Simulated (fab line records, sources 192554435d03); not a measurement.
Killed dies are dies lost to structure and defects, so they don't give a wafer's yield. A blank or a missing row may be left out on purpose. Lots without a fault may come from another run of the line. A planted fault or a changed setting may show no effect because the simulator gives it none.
fab line records | flow n5_finfet | part 1 of 2: steps 1 to 25 of 36
record lots=5 wafers=15 last_day=15
route steps=1938 shown START@1 ZERO_LAYER@2 WELL_APT@20
lots that met no fault: from a run of the same line without faults
start_h: hours from the record's first day to the start of the lot's first wafer shown | wait_h: hours since the lot's step before | " the same as in the row above | L1.1+2: a row that stands for several wafers | - no value, or no start given | * or withheld: withheld | < > ~ a bound
route shown NAME@n: a module of which the file shows steps, and the number in the route of the first | usual: mean/standard deviation of fault-free wafers | same: alike in all rows | chamber/n: place in a boat | sites: the reading at each site | _std_site: their standard deviation | _edge_site: outer sites' mean less inner sites' | radius_mm: how far each site lies from the wafer's centre | mask NAME#n: copy n | behind: the tool/chamber that last shaped the wafer | hold: why the lot was held/for how many hours/how that ended | device: the transistor (n, p or np) that didn't switch | end of line: the same wafers' tests at the end of the route | a step without rows: its recipe alone | killed: dies lost to structure and defects at the first sort, not the wafer's yield | map: a wafer's dies, x killed, . not, _ none there
set.NAME: the setting as run; set.NAME@STEP: as run at that earlier step | model.NAME: the simulator's own value behind a step, which no gauge read
lots at some steps of the route; a table a step, a row a wafer
services: from which hour (start_h, from the record's first day; less than 0 if before it) a tool's chamber was out of use, for how many hours, and why
## steps
# step N5_START_INSPECT_01
# recipe inspect_instrument=unpatterned_scan mode=incoming
# usual raw_defect_count=6.1/2.3
# columns lot.wafer tool chamber start_h wait_h raw_defect_count
L080.3 defect_inspect-02 - 48.03 - 3
L080.4 " - " " 4
L080.5 " - " " 11
L082.1 defect_inspect-02 - 60.03 - 6
L082.2 " - " " 3
L082.6 " - " " 7
L085.1 defect_inspect-02 - 78.03 - 6
L085.3 " - " " 7
L085.6 " - " " 7
L086.1 defect_inspect-02 - 84.03 - 6
L086.3 " - " " 6
L086.5 " - " " 3
L089.2 defect_inspect-01 - 102.03 - 8
L089.5 " - " " 3
L089.6 " - " " 6
# step N5_ZERO_LAYER_PRECLEAN_00
# recipe chemistry=SPM time_s=600 temp_c=120 mix=4:1
# columns lot.wafer tool chamber start_h wait_h
L080.3+4+5 wet_bench-05 0,7,2 48.07 0.0
L082.1+2+6 wet_bench-03 7,4,1 60.07 0.0
L085.1+3+6 wet_bench-03 5,3,6 78.07 0.0
L086.1+3+5 wet_bench-03 7,1,0 84.07 0.0
L089.2+5+6 wet_bench-05 3,1,2 102.07 0.0
# step N5_ZERO_LAYER_SRD_01
# recipe time_s=30 temp_c=23 rinse_liquid=diw dry=n2_spin spin_rpm=1500 dry_time_s=30
# columns lot.wafer tool chamber start_h wait_h
L080.3+4+5 wet_bench-05 0,7,2 48.23 0.0
L082.1+2+6 wet_bench-03 7,4,1 60.26 0.0
L085.1+3+6 wet_bench-03 5,3,6 78.23 0.0
L086.1+3+5 wet_bench-03 7,1,0 84.23 0.0
L089.2+5+6 wet_bench-05 3,1,2 102.25 0.0
# step N5_ZERO_LAYER_PECVD_02
# recipe material=SiO2 target_thk_a=100 temp_c=400 precursor=SiH4/N2O pressure_torr=0.75 rf_w=275 time_s=6
# usual heater_power_outer_w=438/67 heater_power_w=706/84 showerhead_plenum_p_Torr=8.10/0.082
# columns lot.wafer tool chamber start_h wait_h heater_power_outer_w heater_power_w showerhead_plenum_p_Torr
L080.3 pecvd-04 1 48.28 0.0 431 618 8.05
L080.4 " 0 " " 481 786 8.06
L080.5 " 2 " " 372 661 8.18
L082.1 pecvd-04 2 60.32 0.0 381 637 8.17
L082.2 " 0 " " 529 859 8.05
L082.6 " 2 " " 367 649 8.19
L085.1 pecvd-04 0 78.28 0.0 426 717 8.07
L085.3 " 2 " " 347 607 8.18
L085.6 " 1 " " 506 737 8.07
L086.1 pecvd-01 1 84.28 0.0 382 566 8.14
L086.3 " 0 " " 407 696 8.21
L086.5 " 1 " " 377 568 8.19
L089.2 pecvd-03 0 102.30 0.0 463 717 8.09
L089.5 " 2 " " 541 870 7.98
L089.6 " 1 " " 349 663 8.06
# step N5_ZERO_LAYER_HMDS_04
# recipe time_s=60 temp_c=120
# usual exhaust_pa=45.3/0.93
# columns lot.wafer tool chamber start_h wait_h exhaust_pa
L080.3 litho_track-04 0 48.36 0.1 45.7
L080.4 " 0 " " 45.3
L080.5 " 0 " " 45.2
L082.1 litho_track-03 0 60.40 0.1 44.0
L082.2 " 0 " " 44.3
L082.6 " 0 " " 44.8
L085.1 litho_track-02 0 78.36 0.1 44.2
L085.3 " 0 " " 43.6
L085.6 " 0 " " 43.1
L086.1 litho_track-02 0 84.36 0.1 47.2
L086.3 " 0 " " 46.4
L086.5 " 0 " " 48.1
L089.2 litho_track-03 0 102.38 0.1 45.1
L089.5 " 0 " " 45.9
L089.6 " 0 " " 45.8
# step N5_ZERO_LAYER_COAT_05
# recipe spin_rpm=1500 resist_thk_nm=1000
# usual exhaust_pa=45.0/1
# columns lot.wafer tool chamber start_h wait_h exhaust_pa
L080.3 litho_track-04 0 - - 43.4
L080.4 " 0 " " 42.7
L080.5 " 0 " " 42.9
L082.1 litho_track-03 0 - - 45.5
L082.2 " 0 " " 45.8
L082.6 " 0 " " 45.0
L085.1 litho_track-02 0 - - 44.9
L085.3 " 0 " " 45.0
L085.6 " 0 " " 44.7
L086.1 litho_track-02 0 - - 44.4
L086.3 " 0 " " 46.3
L086.5 " 0 " " 43.8
L089.2 litho_track-03 0 - - 47.9
L089.5 " 0 " " 45.9
L089.6 " 0 " " 48.1
# step N5_ZERO_LAYER_EBR_07
# recipe solvent=PGMEA ebr_width_mm=1.5
# usual exhaust_pa=44.9/0.79
# columns lot.wafer tool chamber start_h wait_h exhaust_pa
L080.3 litho_track-04 0 - - 45.4
L080.4 " 0 " " 45.8
L080.5 " 0 " " 44.7
L082.1 litho_track-03 0 - - 43.5
L082.2 " 0 " " 43.0
L082.6 " 0 " " 44.5
L085.1 litho_track-02 0 - - 44.5
L085.3 " 0 " " 44.9
L085.6 " 0 " " 45.3
L086.1 litho_track-02 0 - - 44.2
L086.3 " 0 " " 44.2
L086.5 " 0 " " 45.7
L089.2 litho_track-03 0 - - 46.5
L089.5 " 0 " " 45.9
L089.6 " 0 " " 44.9
# step N5_ZERO_LAYER_SOFTBAKE_06
# recipe temp_c=100 time_s=90
# usual exhaust_pa=45.1/0.77
# columns lot.wafer tool chamber start_h wait_h exhaust_pa
L080.3 litho_track-04 0 - - 45.2
L080.4 " 0 " " 45.4
L080.5 " 0 " " 44.5
L082.1 litho_track-03 0 - - 45.2
L082.2 " 0 " " 45.7
L082.6 " 0 " " 43.9
L085.1 litho_track-02 0 - - 44.4
L085.3 " 0 " " 44.1
L085.6 " 0 " " 45.0
L086.1 litho_track-02 0 - - 44.7
L086.3 " 0 " " 45.2
L086.5 " 0 " " 45.0
L089.2 litho_track-03 0 - - 44.9
L089.5 " 0 " " 45.1
L089.6 " 0 " " 46.3
# step N5_ZERO_LAYER_EXPOSE_08
# recipe mask_id=ZERO na=0.55 source_shape=conventional sigma_outer=0.8 polarization=unpolarized defocus_nm=0 target_cd_nm=2000 dose_mj=16.2
# columns lot.wafer tool chamber start_h wait_h mask
L080.3+4+5 krf_scanner-02 0 48.48 - ZERO#0
L082.1+2+6 krf_scanner-02 0 60.50 - ZERO#0
L085.1+3+6 krf_scanner-01 0 78.47 - ZERO#0
L086.1+3+5 krf_scanner-01 0 84.46 - ZERO#0
L089.2+5+6 krf_scanner-02 0 102.49 - ZERO#0
# step N5_ZERO_LAYER_PEB_09
# recipe peb_temp_c=withheld peb_time_s=*
# usual exhaust_pa=45.0/0.78
# columns lot.wafer tool chamber start_h wait_h exhaust_pa
L080.3 litho_track-02 0 48.52 0.0 45.2
L080.4 " 0 " " 44.8
L080.5 " 0 " " 45.5
L082.1 litho_track-04 0 60.56 0.1 44.3
L082.2 " 0 " " 45.2
L082.6 " 0 " " 44.3
L085.1 litho_track-02 0 78.52 0.1 45.2
L085.3 " 0 " " 45.3
L085.6 " 0 " " 45.0
L086.1 litho_track-04 0 84.52 0.1 44.1
L086.3 " 0 " " 44.4
L086.5 " 0 " " 44.4
L089.2 litho_track-03 0 102.54 0.0 45.1
L089.5 " 0 " " 44.9
L089.6 " 0 " " 45.9
# step N5_ZERO_LAYER_DEVELOP_10
# recipe develop_time_s=60 rinse_liquid=diw dry=air_spin dev_temp_c=21
# usual exhaust_pa=45.0/0.94
# columns lot.wafer tool chamber start_h wait_h exhaust_pa
L080.3 litho_track-02 0 - - 45.6
L080.4 " 0 " " 44.8
L080.5 " 0 " " 44.6
L082.1 litho_track-04 0 - - 45.2
L082.2 " 0 " " 44.6
L082.6 " 0 " " 44.7
L085.1 litho_track-02 0 - - 44.3
L085.3 " 0 " " 44.9
L085.6 " 0 " " 44.4
L086.1 litho_track-04 0 - - 44.7
L086.3 " 0 " " 44.6
L086.5 " 0 " " 45.1
L089.2 litho_track-03 0 - - 45.6
L089.5 " 0 " " 44.8
L089.6 " 0 " " 45.9
# step N5_ZERO_LAYER_HARDBAKE_23
# recipe temp_c=130 time_s=120
# usual exhaust_pa=44.9/0.89
# columns lot.wafer tool chamber start_h wait_h exhaust_pa
L080.3 litho_track-02 0 - - 44.3
L080.4 " 0 " " 44.6
L080.5 " 0 " " 44.8
L082.1 litho_track-04 0 - - 45.6
L082.2 " 0 " " 45.7
L082.6 " 0 " " 45.3
L085.1 litho_track-02 0 - - 45.2
L085.3 " 0 " " 44.6
L085.6 " 0 " " 43.8
L086.1 litho_track-04 0 - - 45.0
L086.3 " 0 " " 45.0
L086.5 " 0 " " 44.7
L089.2 litho_track-03 0 - - 44.4
L089.5 " 0 " " 45.2
L089.6 " 0 " " 45.0
# step N5_ZERO_LAYER_CD_MEAS_11
# recipe target_cd_nm=2000 landing_energy_ev=500 detector=se_inlens
# usual cd_nm=2001.1/1.9
# columns lot.wafer tool chamber start_h wait_h cd_nm
L080.3 cd_sem-01 0 48.64 - 2003.7
L080.4 " 0 " " 2001.1
L080.5 " 0 " " 2002.5
L082.1 cd_sem-02 0 60.68 - 2003.7
L082.2 " 0 " " 2002.2
L082.6 " 0 " " 2003.7
L085.1 cd_sem-03 0 78.64 - 2001.2
L085.3 " 0 " " 2002.1
L085.6 " 0 " " 2001.7
L086.1 cd_sem-02 0 84.64 - 2002.2
L086.3 " 0 " " 2002.1
L086.5 " 0 " " 2002.0
L089.2 cd_sem-03 0 102.66 - 1998.7
L089.5 " 0 " " 1996.8
L089.6 " 0 " " 1997.7
# step N5_ZERO_LAYER_DESCUM_16
# recipe chemistry=O2 time_s=7.9 source_power_w=50 bias_power_w=20 pressure_mtorr=20 rf_frequency_hz=2.712e+07 temp_c=40 o2_flow_sccm=225
# usual drypump_motor_current_A=5.8/0.57 oes_product_au=0.78/0.073 rf_vpp_V=243.1/1.5 showerhead_plenum_p_Torr=2.09/0.079 throttle_valve_pct=20.46/0.21
# columns lot.wafer tool chamber start_h wait_h drypump_motor_current_A oes_product_au rf_hours_counter_h rf_vpp_V showerhead_plenum_p_Torr throttle_valve_pct
L080.3 rie_diel-02 2 48.68 0.0 5.1 0.86 49 242.1 2.04 20.29
L080.4 " 1 " " 5.6 0.79 116 243.6 2.20 20.46
L080.5 " 3 " " 6.6 0.70 - 244.6 2.17 20.47
L082.1 rie_diel-06 3 61.12 0.4 6.6 0.88 45 240.9 2.05 20.42
L082.2 " 0 " " 5.7 0.93 6 244.9 2.13 19.97
L082.6 " 0 " " 5.7 0.93 - 244.9 2.13 19.97
L085.1 rie_diel-02 2 78.68 0.0 5.1 0.85 59 242.3 2.04 20.29
L085.3 " 3 " " 6.6 0.69 229 243.9 2.17 20.50
L085.6 " 0 " " 5.1 0.69 - 241.4 1.97 20.91
L086.1 rie_diel-05 0 85.16 0.5 5.6 0.71 229 242.6 2.07 20.39
L086.3 " 2 " " 5.3 0.76 145 244.4 2.09 20.68
L086.5 " 2 " " 5.4 0.76 - 242.0 2.09 20.68
L089.2 rie_diel-02 1 102.71 0.0 5.5 0.77 132 244.3 2.19 20.48
L089.5 " 1 " " 5.5 0.77 - 244.2 2.19 20.50
L089.6 " 2 " " 5.1 0.82 - 242.5 2.04 20.30
# step N5_ZERO_LAYER_ETCH_17
# recipe chemistry=CF4 target=SiO2 target_depth_a=120 time_s=13.3 ion_energy_ev=350 pressure_mtorr=40 source_w=450 bias_w=215 Ar_flow_sccm=100 cf4_flow_sccm=100
# usual drypump_motor_current_A=5.7/0.57 oes_product_au=0.78/0.073 rf_vpp_V=948/4.7 showerhead_plenum_p_Torr=2.14/0.072 throttle_valve_pct=15.68/0.23
# columns lot.wafer tool chamber start_h wait_h drypump_motor_current_A oes_product_au rf_hours_counter_h rf_vpp_V showerhead_plenum_p_Torr throttle_valve_pct
L080.3 rie_diel-02 2 48.71 0.0 5.1 0.85 49 945 2.09 15.45
L080.4 " 1 " " 5.6 0.78 116 955 2.23 15.61
L080.5 " 3 " " 6.6 0.69 - 952 2.20 15.69
L082.1 rie_diel-06 3 61.15 0.0 6.5 0.87 45 945 2.09 15.55
L082.2 " 0 " " 5.7 0.94 6 952 2.19 15.25
L082.6 " 0 " " 5.7 0.94 - 952 2.19 15.25
L085.1 rie_diel-02 2 78.72 0.0 5.1 0.84 59 944 2.08 15.46
L085.3 " 3 " " 6.6 0.69 229 954 2.19 15.69
L085.6 " 0 " " 5.1 0.69 - 942 2.03 16.25
L086.1 rie_diel-05 0 85.20 0.0 5.6 0.71 229 947 2.11 15.62
L086.3 " 2 " " 5.4 0.77 145 949 2.14 15.91
L086.5 " 2 " " 5.4 0.77 - 949 2.14 15.92
L089.2 rie_diel-02 1 102.74 0.0 5.6 0.77 132 955 2.23 15.66
L089.5 " 1 " " 5.6 0.76 - 953 2.23 15.64
L089.6 " 2 " " 5.1 0.82 - 946 2.08 15.48
# step N5_ZERO_LAYER_ETCH_18
# recipe chemistry=HBr/Cl2 target=Si target_depth_a=1200 time_s=40 pressure_mtorr=10 icp_w=800 bias_w=75 HBr_flow_sccm=150 Cl2_flow_sccm=80
# usual drypump_motor_current_A=5.65/0.26 oes_product_au=1.003/0.014 throttle_valve_pct=36.31/0.23
# columns lot.wafer tool chamber start_h wait_h drypump_motor_current_A oes_product_au rf_hours_counter_h throttle_valve_pct
L080.3 rie_si-03 2 48.79 0.0 5.33 1.001 104 36.12
L080.4 " 3 " " 5.89 0.975 160 36.32
L080.5 " 0 " " 5.83 1.006 - 36.01
L082.1 rie_si-02 1 61.22 0.0 5.18 1.008 86 36.39
L082.2 " 2 " " 5.85 1.014 101 36.44
L082.6 " 2 " " 5.86 1.014 - 36.45
L085.1 rie_si-02 2 78.79 0.0 5.85 1.010 101 36.45
L085.3 " 1 " " 5.15 1.005 86 36.38
L085.6 " 2 " " 5.87 1.007 - 36.44
L086.1 rie_si-06 0 85.27 0.0 5.55 0.997 100 36.11
L086.3 " 3 " " 5.63 0.995 84 36.46
L086.5 " 3 " " 5.64 0.997 - 36.47
L089.2 rie_si-06 1 102.82 0.0 5.42 1.019 82 36.61
L089.5 " 3 " " 5.63 0.998 - 36.46
L089.6 " 0 " " 5.59 1.007 - 36.11
# step N5_ZERO_LAYER_STRIP_24
# recipe chemistry=O2 power_w=1000 temp_c=250 overash_fraction=0.3 pressure_mtorr=1000 o2_flow_sccm=6750
# usual drypump_motor_current_A=5.83/0.036 heater_power_w=343/35 oes_product_au=0.647/0.0045 strip_time_to_endpoint_s=43.87/0.084
# columns lot.wafer tool chamber start_h wait_h drypump_motor_current_A heater_power_w oes_product_au rf_hours_counter_h strip_time_to_endpoint_s
L080.3 plasma_asher-01 0 48.91 0.1 5.85 361 0.648 - 43.86
L080.4 " 1 " " 5.81 312 0.654 - 43.84
L080.5 " 0 " " 5.83 360 0.647 - 43.86
L082.1 plasma_asher-01 1 61.33 0.1 5.84 300 0.653 83 43.81
L082.2 " 0 " " 5.84 370 0.644 83 43.81
L082.6 " 1 " " 5.84 304 0.646 - 43.94
L085.1 plasma_asher-01 1 78.89 0.1 5.82 301 0.645 86 43.80
L085.3 " 1 " " 5.81 303 0.644 - 43.90
L085.6 " 1 " " 5.82 309 0.649 - 43.83
L086.1 plasma_asher-02 0 85.37 0.1 5.92 413 0.645 38 43.98
L086.3 " 0 " " 5.92 409 0.651 - 43.88
L086.5 " 0 " " 5.89 408 0.644 - 43.87
L089.2 plasma_asher-01 1 102.92 0.1 5.86 306 0.647 92 43.84
L089.5 " 0 " " 5.83 356 0.647 - 43.99
L089.6 " 1 " " 5.85 305 0.639 - 43.85
# step N5_ZERO_LAYER_STRIP_19
# recipe chemistry=SPM time_s=900 temp_c=130 h2so4_h2o2_vol_ratio=4 dry=ipa_marangoni
# columns lot.wafer tool chamber start_h wait_h
L080.3+4+5 wet_bench-03 2,1,7 48.98 0.0
L082.1+2+6 wet_bench-02 7,6,1 61.42 0.1
L085.1+3+6 wet_bench-02 6,4,7 78.98 0.1
L086.1+3+5 wet_bench-05 4,6,3 85.46 0.1
L089.2+5+6 wet_bench-03 5,2,3 103.01 0.1
# step N5_ZERO_LAYER_INSPECT_20
# recipe inspect_instrument=darkfield mode=post_clean
# usual raw_defect_count=33/16
# columns lot.wafer tool chamber start_h wait_h raw_defect_count
L080.3 defect_inspect-01 - 49.25 0.0 83
L080.4 " - " " 29
L080.5 " - " " 64
L082.1 defect_inspect-01 - 61.69 0.0 44
L082.2 " - " " 24
L082.6 " - " " 18
L085.1 defect_inspect-02 - 79.26 0.0 16
L085.3 " - " " 22
L085.6 " - " " 18
L086.1 defect_inspect-01 - 85.73 0.0 9
L086.3 " - " " 20
L086.5 " - " " 17
L089.2 defect_inspect-02 - 103.28 0.0 16
L089.5 " - " " 20
L089.6 " - " " 21
# step N5_WELL_APT_HMDS_01
# recipe time_s=60 temp_c=120
# usual exhaust_pa=45.0/0.9
# columns lot.wafer tool chamber start_h wait_h exhaust_pa
L080.3 litho_track-03 0 49.29 0.0 43.5
L080.4 " 0 " " 43.2
L080.5 " 0 " " 43.4
L082.1 litho_track-01 0 61.72 0.0 45.6
L082.2 " 0 " " 45.1
L082.6 " 0 " " 44.3
L085.1 litho_track-03 0 79.29 0.0 44.9
L085.3 " 0 " " 44.2
L085.6 " 0 " " 44.4
L086.1 litho_track-05 0 85.77 0.0 44.4
L086.3 " 0 " " 44.4
L086.5 " 0 " " 45.3
L089.2 litho_track-03 0 103.31 0.0 46.7
L089.5 " 0 " " 45.0
L089.6 " 0 " " 44.4
# step N5_WELL_APT_COAT_02
# recipe spin_rpm=1357 resist_thk_nm=950
# usual exhaust_pa=45.1/1
# columns lot.wafer tool chamber start_h wait_h exhaust_pa
L080.3 litho_track-03 0 - - 43.9
L080.4 " 0 " " 45.5
L080.5 " 0 " " 44.9
L082.1 litho_track-01 0 - - 44.2
L082.2 " 0 " " 46.5
L082.6 " 0 " " 45.4
L085.1 litho_track-03 0 - - 44.4
L085.3 " 0 " " 45.7
L085.6 " 0 " " 44.9
L086.1 litho_track-05 0 - - 47.8
L086.3 " 0 " " 46.1
L086.5 " 0 " " 46.3
L089.2 litho_track-03 0 - - 44.8
L089.5 " 0 " " 44.9
L089.6 " 0 " " 43.8
# step N5_WELL_APT_EBR_04
# recipe solvent=PGMEA ebr_width_mm=1.5
# usual exhaust_pa=44.8/0.8
# columns lot.wafer tool chamber start_h wait_h exhaust_pa
L080.3 litho_track-03 0 - - 44.9
L080.4 " 0 " " 43.1
L080.5 " 0 " " 45.5
L082.1 litho_track-01 0 - - 44.4
L082.2 " 0 " " 44.5
L082.6 " 0 " " 45.3
L085.1 litho_track-03 0 - - 44.7
L085.3 " 0 " " 45.0
L085.6 " 0 " " 45.6
L086.1 litho_track-05 0 - - 43.9
L086.3 " 0 " " 42.8
L086.5 " 0 " " 44.3
L089.2 litho_track-03 0 - - 44.2
L089.5 " 0 " " 43.3
L089.6 " 0 " " 44.7
# step N5_WELL_APT_SOFTBAKE_03
# recipe temp_c=130 time_s=60
# usual exhaust_pa=45.1/0.84
# columns lot.wafer tool chamber start_h wait_h exhaust_pa
L080.3 litho_track-03 0 - - 44.2
L080.4 " 0 " " 45.2
L080.5 " 0 " " 45.8
L082.1 litho_track-01 0 - - 46.5
L082.2 " 0 " " 47.1
L082.6 " 0 " " 46.4
L085.1 litho_track-03 0 - - 44.9
L085.3 " 0 " " 44.8
L085.6 " 0 " " 44.5
L086.1 litho_track-05 0 - - 46.1
L086.3 " 0 " " 43.1
L086.5 " 0 " " 46.5
L089.2 litho_track-03 0 - - 46.2
L089.5 " 0 " " 46.0
L089.6 " 0 " " 44.9
# step N5_WELL_APT_EXPOSE_05
# recipe mask_id=NWELL na=0.8 source_shape=conventional sigma_outer=0.8 polarization=unpolarized defocus_nm=0 target_cd_nm=200 dose_mj=20.3
# columns lot.wafer tool chamber start_h wait_h mask
L080.3+4+5 krf_scanner-02 0 49.52 - NWELL#0
L082.1+2+6 krf_scanner-01 0 61.82 - NWELL#0
L085.1+3+6 krf_scanner-02 0 79.39 - NWELL#0
L086.1+3+5 krf_scanner-01 0 85.99 - NWELL#0
L089.2+5+6 krf_scanner-01 0 103.54 - NWELL#0
# step N5_WELL_APT_PEB_06
# recipe peb_temp_c=130 peb_time_s=90
# usual exhaust_pa=44.8/0.9
# columns lot.wafer tool chamber start_h wait_h exhaust_pa
L080.3 litho_track-05 0 49.57 0.0 44.2
L080.4 " 0 " " 44.9
L080.5 " 0 " " 45.6
L082.1 litho_track-01 0 61.88 0.1 45.7
L082.2 " 0 " " 45.7
L082.6 " 0 " " 46.3
L085.1 litho_track-05 0 79.45 0.1 45.7
L085.3 " 0 " " 46.0
L085.6 " 0 " " 46.5
L086.1 litho_track-03 0 86.05 0.1 43.4
L086.3 " 0 " " 44.6
L086.5 " 0 " " 45.3
L089.2 litho_track-03 0 103.60 0.0 44.8
L089.5 " 0 " " 45.6
L089.6 " 0 " " 45.0
